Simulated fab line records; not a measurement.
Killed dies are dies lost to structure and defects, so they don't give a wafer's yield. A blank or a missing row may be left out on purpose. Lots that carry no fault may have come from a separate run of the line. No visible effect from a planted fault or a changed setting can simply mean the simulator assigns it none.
fab line records	flow nandHarc
record lots=12	wafers=36	lastDay=25
route steps=1159 shown THIN_TSV@1133 END@1159
lots that met no fault: taken from a fault-free run of the same line
startH: hours from the record's opening day to when the first of the lot's shown wafers began	waitH: hours since the lot's step before	" repeats the value in the row above	L1.1+2: several wafers, shown together as one row	- no value, or no start given	* or withheld: withheld	< > ~ a bound
route shown NAME@n: names a module that has steps shown in the file, with the first one's number in the route	usual: average and standard deviation across the fault-free wafers	same: alike in all rows	chamber/n: place in a boat	sites: per-site readings	_std_site: how widely they spread, as a standard deviation	_edge_site: the outer-site mean with the inner-site mean subtracted	radiusMm: how far each site lies from the wafer's centre	mask NAME#n: copy n	behind: tool/chamber where the wafer was last shaped	hold: why the lot went on hold/how many hours it stayed there/how the hold came to an end	device: the n, p or np transistor that did not switch	end of line: the tests these same wafers got at the end of their route	a step without rows: its recipe alone	killed: not the wafer's yield, but the dies lost to structure and defects at the first sort	map: per-die view of a wafer (x killed, . not killed, _ where there is no die)
set.NAME: the setting that was run; set.NAME@STEP: the one run at that earlier step	model.NAME: the simulator's own value behind a step, which no gauge read
a sample of lots followed through the steps of the route, with each step as a table and each wafer as a row
services: when a tool's chamber went out of use (startH, in hours from the record's first day, below 0 if earlier), for how many hours, and the reason
## steps
# step NHARC_THIN_TSV_CMP_21
# recipe tOverpolishS=30	targetThkNm=2000
# usual motorCurrentA=11.7/0.77	overpolishRunS=30.001/0.0086
lot.wafer	tool	chamber	startH	waitH	motorCurrentA	overpolishRunS
L201.4	cmp-02	1	435.37	-	12.0	30.013
L201.2	"	2	"	"	12.7	30.016
L201.3	"	3	"	"	13.6	29.993
L204.2	cmp-01	2	436.69	-	11.6	29.999
L204.5	"	3	"	"	10.9	30.002
L204.6	"	0	"	"	10.5	30.006
L205.4	cmp-01	2	452.80	-	11.8	29.990
L205.1	"	0	"	"	10.8	30.009
L205.6	"	2	"	"	12.0	29.994
L202.2	cmp-03	3	453.93	-	11.9	30.007
L202.6	"	3	"	"	11.8	30.020
L202.5	"	0	"	"	11.9	30.002
L207.2	cmp-01	0	471.40	-	10.8	30.013
L207.1	"	2	"	"	12.3	29.990
L207.5	"	0	"	"	10.3	30.001
L211.1	cmp-02	2	526.99	-	12.1	29.992
L211.4	"	3	"	"	13.7	30.021
L211.6	"	1	"	"	12.1	29.988
L217.3	cmp-01	2	541.33	-	11.3	29.987
L217.1	"	3	"	"	11.0	29.999
L217.2	"	1	"	"	12.6	30.001
L218.2	cmp-03	3	544.13	-	11.4	29.992
L218.1	"	1	"	"	11.0	30.001
L218.6	"	0	"	"	11.1	30.007
L221.4	cmp-01	0	548.44	-	10.8	30.005
L221.3	"	2	"	"	11.4	29.991
L221.5	"	3	"	"	10.7	30.014
L222.1	cmp-02	1	555.27	-	11.7	30.001
L222.2	"	3	"	"	13.2	29.993
L222.6	"	1	"	"	11.4	30.020
L219.3	cmp-01	0	565.33	-	10.8	29.993
L219.1	"	1	"	"	11.8	30.007
L219.6	"	3	"	"	11.0	30.018
L223.3	cmp-03	1	566.37	-	11.7	30.001
L223.4	"	3	"	"	12.5	30.006
L223.6	"	1	"	"	11.7	30.005
# step NHARC_THIN_TSV_PRE_CLEAN_54
# recipe timeS=30	tempC=280	gas=H2/He
# usual heaterPowerW=409/38
lot.wafer	tool	chamber	startH	waitH	heaterPowerW
L201.2	pvdSputter-02	-	435.97	0.1	434
L201.4	"	-	"	"	357
L201.3	"	-	"	"	410
L204.2	pvdSputter-01	-	437.14	0.0	453
L204.5	"	-	"	"	447
L204.6	"	-	"	"	456
L205.4	pvdSputter-01	-	453.32	0.1	462
L205.1	"	-	"	"	374
L205.6	"	-	"	"	458
L202.2	pvdSputter-02	-	454.47	0.1	416
L202.6	"	-	"	"	418
L202.5	"	-	"	"	418
L207.2	pvdSputter-03	-	471.93	0.1	454
L207.1	"	-	"	"	369
L207.5	"	-	"	"	367
L211.4	pvdSputter-03	-	527.48	0.1	357
L211.1	"	-	"	"	366
L211.6	"	-	"	"	378
L217.3	pvdSputter-02	-	541.88	0.1	404
L217.1	"	-	"	"	436
L217.2	"	-	"	"	361
L218.1	pvdSputter-03	-	544.68	0.0	359
L218.2	"	-	"	"	376
L218.6	"	-	"	"	369
L221.4	pvdSputter-01	-	548.95	0.1	477
L221.3	"	-	"	"	386
L221.5	"	-	"	"	468
L222.2	pvdSputter-02	-	555.81	0.1	407
L222.1	"	-	"	"	421
L222.6	"	-	"	"	419
L219.1	pvdSputter-02	-	565.83	0.0	355
L219.3	"	-	"	"	416
L219.6	"	-	"	"	419
L223.4	pvdSputter-01	-	566.89	0.1	472
L223.3	"	-	"	"	457
L223.6	"	-	"	"	442
# step NHARC_THIN_TSV_ETCH_36
# recipe targetDepthA=650	overEtchFrac=0.3	timeS=18.571	ionEnergyEv=150	chemistry=Cl2/BCl3
# usual drypumpMotorCurrentA=5.4/0.42	oesProductAu=0.992/0.012	overEtchFrac=0.3/0
lot.wafer	tool	chamber	startH	waitH	drypumpMotorCurrentA	oesProductAu	overEtchFrac	rfHoursCounterH
L201.2	rieMetal-03	1	437.46	0.2	5.5	0.970	0.3	4.3
L201.4	"	1	"	"	5.6	0.974	0.3	-
L201.3	"	0	"	"	5.1	0.992	0.3	-
L204.2	rieMetal-01	0	438.76	0.2	6.0	0.988	0.3	3.3
L204.5	"	1	"	"	5.5	0.996	0.3	-
L204.6	"	0	"	"	6.0	0.996	0.3	-
L205.1	rieMetal-01	1	454.91	0.2	5.5	0.998	0.3	3.8
L205.4	"	1	"	"	5.5	0.993	0.3	-
L205.6	"	0	"	"	6.0	0.997	0.3	-
L202.2	rieMetal-02	0	456.10	0.2	4.8	1.004	0.3	1.9
L202.6	"	0	"	"	4.8	0.997	0.3	-
L202.5	"	1	"	"	5.0	0.992	0.3	-
L207.1	rieMetal-02	0	473.56	0.2	4.8	1.009	0.3	2.4
L207.2	"	1	"	"	5.0	1.007	0.3	1.9
L207.5	"	0	"	"	4.8	1.013	0.3	-
L211.1	rieMetal-02	1	528.96	0.2	4.9	1.001	0.55746	3.8
L211.4	"	1	"	"	4.9	0.998	0.55746	-
L211.6	"	0	"	"	4.8	1.007	0.55746	-
L217.2	rieMetal-02	1	543.49	0.2	5.0	0.994	0.55746	4.0
L217.1	"	0	"	"	4.8	1.006	0.55746	4.5
L217.3	"	0	"	"	4.8	1.004	0.55746	-
L218.2	rieMetal-01	0	546.28	0.2	6.0	0.966	0.3	0.7
L218.1	"	1	"	"	5.5	0.998	0.3	0.7
L218.6	"	0	"	"	6.0	0.989	0.3	-
L221.3	rieMetal-01	1	550.58	0.2	5.5	1.009	0.3	-
L221.4	"	0	"	"	6.0	0.980	0.3	-
L221.5	"	0	"	"	6.0	0.978	0.3	-
L222.1	rieMetal-01	0	557.42	0.2	6.0	0.977	0.3	1.4
L222.2	"	1	"	"	5.4	0.999	0.3	1.4
L222.6	"	1	"	"	5.4	0.995	0.3	-
L219.1	rieMetal-01	0	567.45	0.2	6.0	0.975	0.3	1.7
L219.3	"	0	"	"	6.0	0.979	0.3	-
L219.6	"	0	"	"	6.0	0.986	0.3	-
L223.4	rieMetal-03	0	568.37	0.1	5.1	0.985	0.3	-
L223.3	"	1	"	"	5.6	0.969	0.3	-
L223.6	"	1	"	"	5.6	0.978	0.3	-
# step NHARC_THIN_TSV_INSPECT_40
# usual rawDefectCount=468/79
lot.wafer	tool	chamber	startH	waitH	rawDefectCount
L201.2	defectInspect-01	-	441.49	0.4	443
L201.3	"	-	"	"	630
L201.4	"	-	"	"	432
L204.2	defectInspect-02	-	441.49	0.4	367
L204.5	"	-	"	"	434
L204.6	"	-	"	"	393
L205.1	defectInspect-01	-	460.03	0.4	385
L205.4	"	-	"	"	340
L205.6	"	-	"	"	342
L202.2	defectInspect-02	-	460.03	0.4	371
L202.5	"	-	"	"	384
L202.6	"	-	"	"	417
L207.1	defectInspect-02	-	478.66	0.4	527
L207.2	"	-	"	"	391
L207.5	"	-	"	"	393
L211.1	defectInspect-01	-	534.30	0.4	566
L211.4	"	-	"	"	523
L211.6	"	-	"	"	485
L218.1	defectInspect-01	-	550.84	0.4	486
L218.2	"	-	"	"	553
L218.6	"	-	"	"	473
L217.1	defectInspect-02	-	550.85	0.4	701
L217.2	"	-	"	"	605
L217.3	"	-	"	"	516
L221.3	defectInspect-02	-	554.15	0.4	542
L221.4	"	-	"	"	608
L221.5	"	-	"	"	441
L222.1	defectInspect-02	-	562.75	0.4	396
L222.2	"	-	"	"	447
L222.6	"	-	"	"	477
L219.1	defectInspect-02	-	572.88	0.4	557
L219.3	"	-	"	"	513
L219.6	"	-	"	"	584
L223.3	defectInspect-01	-	572.88	0.4	418
L223.4	"	-	"	"	548
L223.6	"	-	"	"	359
# step NHARC_END_SORT_01
# recipe tempC=25
# usual defectLimitedYield=95.5/1.4	killedAtArray=26/9.1	killedAtOther=0.7/0.9	killedAtPeriphery=3.6/2.8	killedDies=30/9.2	killedOpen=3.0/1.9	killedShort=2.0/1.4	sort_bin_2_pct=1.4/0.6	sort_bin_3_pct=0.23/0.17	sort_bin_4_pct=2.8/0.92	sortNPass=647/9.2	sortRimYieldPct=95.9/2.1	sortYieldPct=95.5/1.4
# same grossDies=677	sort_bin_5_pct[%]=0	sort_bin_6_pct[%]=0	sort_bin_7_pct[%]=0	sort_bin_8_pct[%]=0	sortRimNGross=106.00
lot.wafer	tool	chamber	startH	waitH	defectLimitedYield[%]	killedAtArray	killedAtOther	killedAtPeriphery	killedDies	killedOpen	killedShort	sort_bin_2_pct[%]	sort_bin_3_pct[%]	sort_bin_4_pct[%]	sortNPass	sortRimYieldPct[%]	sortYieldPct[%]
L201.2	prober-01	0	445.34	2.8	96.5	22	1	1	24	2	2	1.5	0.15	1.9	653	96.2	96.5
L201.3	prober-01	0	446.14	3.1	95.7	24	0	5	29	6	4	1.9	0.15	2.2	648	100.0	95.7
L201.4	prober-01	0	446.94	3.4	94.4	33	0	5	38	2	4	2.4	0.30	3.0	639	96.2	94.4
L205.1	prober-02	0	463.12	2.5	97.5	14	0	3	17	3	2	0.9	0	1.6	660	99.1	97.5
L205.4	prober-02	0	465.53	3.4	96.6	19	1	3	23	5	3	1.0	0.30	2.1	654	95.3	96.6
L205.6	prober-02	0	467.13	4.0	97.8	12	0	3	15	2	0	0.4	0	1.8	662	98.1	97.8
L211.1	prober-02	0	537.37	2.5	93.5	39	1	4	44	2	2	2.1	0.15	4.3	633	95.3	93.5
L211.4	prober-02	0	539.78	3.4	93.4	40	1	4	45	4	1	2.5	0.44	3.7	632	94.3	93.4
L211.6	prober-02	0	541.38	4.0	94.8	32	1	2	35	7	2	1.8	0.74	2.7	642	96.2	94.8
L217.1	prober-02	0	553.92	2.5	95.6	29	1	0	30	3	1	1.2	0.30	3.0	647	97.2	95.6
L217.2	prober-02	0	554.71	2.8	94.8	32	1	2	35	2	4	0.9	0.44	3.8	642	94.3	94.8
L217.3	prober-02	0	555.50	3.1	94.1	36	0	4	40	4	2	1.5	0.30	4.1	637	92.5	94.1
L218.1	prober-02	0	561.64	2.5	95.1	29	0	4	33	5	4	1.5	0.15	3.2	644	99.1	95.1
L218.2	prober-02	0	562.44	2.8	96.3	25	0	0	25	3	0	0.7	0.30	2.7	652	96.2	96.3
L218.6	prober-02	0	565.64	4.0	95.4	28	1	2	31	3	2	1.6	0.30	2.7	646	95.3	95.4
# killed by level:class
L201.2 A_CHANNEL_HOLE_D1:chamberFilmFlake=8 A_STAIRCASE:chamberFilmFlake=5 A_CONTACT:chamberFilmFlake=4 P_CONTACT:geometricParticle:open=1 A_CHANNEL_FILL_D1:geometricParticle:short=1 A_CONTACT:geometricParticle:short=1 A_CONTACT:geometricParticle:open=1 A_SLIT:chamberFilmFlake=1
L201.3 A_CHANNEL_HOLE_D1:chamberFilmFlake=9 A_STAIRCASE:chamberFilmFlake=4 A_CHANNEL_FILL_D1:geometricParticle:open=2 A_CONTACT:geometricParticle:open=2 A_WL_FILL:chamberFilmFlake=2 A_CONTACT:chamberFilmFlake=2 P_CONTACT:geometricParticle:short=1 P_M0:geometricParticle:open=1
L201.4 A_CHANNEL_HOLE_D1:chamberFilmFlake=15 A_STAIRCASE:chamberFilmFlake=5 A_CONTACT:chamberFilmFlake=4 P_M0:chamberFilmFlake=3 A_SLIT:chamberFilmFlake=2 P_STI:geometricParticle:short=1 A_ONON_D1:geometricParticle:short=1 A_ONON_D1:geometricParticle:open=1
L205.1 A_CONTACT:chamberFilmFlake=6 A_CHANNEL_HOLE_D1:chamberFilmFlake=3 P_CONTACT:geometricParticle:open=2 A_ONON_D1:geometricParticle:short=1 A_SGD_CUT:geometricParticle:short=1 A_CONTACT:geometricParticle:open=1 P_GATE:chamberFilmFlake=1 A_CHANNEL_FILL_D1:chamberFilmFlake=1
L205.4 A_STAIRCASE:chamberFilmFlake=7 A_CHANNEL_HOLE_D1:chamberFilmFlake=4 A_WL_FILL:chamberFilmFlake=2 P_CONTACT:geometricParticle:open=1 P_M0:geometricParticle:open=1 A_SOURCE_PLATE:geometricParticle:open=1 A_ONON_D1:geometricParticle:short=1 A_WL_FILL:geometricParticle:open=1
L205.6 A_CHANNEL_HOLE_D1:chamberFilmFlake=7 P_ZERO_WELL:chamberFilmFlake=2 A_CONTACT:chamberFilmFlake=2 A_CONTACT:geometricParticle:open=1 A_M0:geometricParticle:open=1 P_GATE:chamberFilmFlake=1 A_CHANNEL_FILL_D1:chamberFilmFlake=1
L211.1 A_SLIT:chamberFilmFlake=16 A_CHANNEL_HOLE_D1:chamberFilmFlake=15 A_CONTACT:chamberFilmFlake=5 P_M1:chamberFilmFlake=2 P_CONTACT:geometricParticle:short=1 P_M2:geometricParticle:open=1 A_WL_FILL:geometricParticle:open=1 A_M0:geometricParticle:short=1
L211.4 A_CHANNEL_HOLE_D1:chamberFilmFlake=19 A_SLIT:chamberFilmFlake=13 A_STAIRCASE:chamberFilmFlake=3 A_WL_FILL:chamberFilmFlake=2 P_CONTACT:geometricParticle:open=1 P_M0:geometricParticle:open=1 A_CHANNEL_HOLE_D1:geometricParticle:open=1 A_M0:geometricParticle:open=1
L211.6 A_CHANNEL_HOLE_D1:chamberFilmFlake=10 A_SLIT:chamberFilmFlake=9 A_STAIRCASE:chamberFilmFlake=3 A_M0:geometricParticle:open=2 A_CONTACT:chamberFilmFlake=2 P_M0:geometricParticle:open=1 P_M2:geometricParticle:open=1 A_CHANNEL_FILL_D1:geometricParticle:open=1
L217.1 A_SLIT:chamberFilmFlake=15 A_CHANNEL_HOLE_D1:chamberFilmFlake=6 A_CONTACT:chamberFilmFlake=4 A_ONON_D1:geometricParticle:open=1 A_SGD_CUT:geometricParticle:open=1 A_CONTACT:geometricParticle:short=1 A_CONTACT:geometricParticle:open=1 THIN_TSV:chamberFilmFlake=1
L217.2 A_SLIT:chamberFilmFlake=15 A_CONTACT:chamberFilmFlake=6 A_CHANNEL_HOLE_D1:chamberFilmFlake=5 A_SGD_CUT:geometricParticle:short=3 A_SOURCE_PLATE:geometricParticle:open=1 A_WL_FILL:geometricParticle:short=1 A_WL_FILL:geometricParticle:open=1 P_STI:chamberFilmFlake=1
L217.3 A_SLIT:chamberFilmFlake=19 A_CHANNEL_HOLE_D1:chamberFilmFlake=10 A_CONTACT:chamberFilmFlake=3 P_STI:geometricParticle:open=1 P_GATE:geometricParticle:short=1 P_M1:geometricParticle:open=1 A_ONON_D1:geometricParticle:open=1 A_CHANNEL_FILL_D1:geometricParticle:open=1
L218.1 A_CHANNEL_HOLE_D1:chamberFilmFlake=19 A_CONTACT:chamberFilmFlake=3 P_M0:geometricParticle:open=2 A_CONTACT:geometricParticle:open=2 P_CONTACT:geometricParticle:short=1 P_CONTACT:geometricParticle:open=1 A_ONON_D1:geometricParticle:short=1 A_STAIRCASE:geometricParticle:short=1
L218.2 A_CHANNEL_HOLE_D1:chamberFilmFlake=19 A_CHANNEL_FILL_D1:chamberFilmFlake=2 A_ONON_D1:geometricParticle:open=1 A_CHANNEL_FILL_D1:geometricParticle:open=1 A_CONTACT:geometricParticle:open=1 A_CONTACT:chamberFilmFlake=1
L218.6 A_CHANNEL_HOLE_D1:chamberFilmFlake=22 A_STAIRCASE:chamberFilmFlake=2 P_CONTACT:geometricParticle:open=1 P_M0:geometricParticle:open=1 A_WL_FILL:geometricParticle:short=1 A_CONTACT:geometricParticle:short=1 A_M1:geometricParticle:open=1 A_CHANNEL_FILL_D1:chamberFilmFlake=1
## services
tool	chamber	startH	hours	kind
cmp-01	-	418.53	2.0	repair
cmp-02	-	422.62	4.0	pm
cmp-02	-	426.62	-	consumableReplace:conditioner
cmp-02	-	426.62	-	consumableReplace:pad
pvdSputter-01	-	448.68	4.1	repair
rieMetal-03	-	453.04	9.0	pm
pvdSputter-03	-	456.15	2.1	repair
cmp-03	-	456.86	4.0	pm
cmp-01	-	473.50	4.0	pm
cmp-02	-	477.28	0.7	repair
cmp-01	-	477.50	-	consumableReplace:conditioner
cmp-01	-	477.50	-	consumableReplace:pad
rieMetal-01	-	509.25	9.0	pm
rieMetal-01	0	509.25	9.0	ventCycle
rieMetal-01	1	509.25	9.0	ventCycle
pvdSputter-01	-	514.05	10.0	pm
rieMetal-01	0	518.25	-	clean
rieMetal-01	1	518.25	-	clean
cmp-02	-	520.62	4.0	pm
cmp-03	-	554.86	4.0	pm
cmp-02	-	556.17	9.6	repair
rieMetal-02	-	565.00	9.0	pm
rieMetal-02	0	565.00	9.0	ventCycle
rieMetal-02	1	565.00	9.0	ventCycle
## key
firstSign step=NHARC_THIN_TSV_ETCH_36	reading=overEtchFrac	direction=up	sigmas=99+	usual=0.3	struck=0.55746
effect none on later readings
metAt NHARC_THIN_TSV_ETCH_36
struckLots L211,L217
notActingAt NHARC_THIN_TSV_CMP_21,NHARC_THIN_TSV_PRE_CLEAN_54,NHARC_THIN_TSV_INSPECT_40
onsetBetween 473.56 528.96
fault kind=processParameterDrift	tool=rieMetal-02	chamber=-	onsetH=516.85	steps=NHARC_THIN_TSV_ETCH_36	channel=overEtchFrac	offset=0.25746	shape=step	endH=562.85	stated=0.3
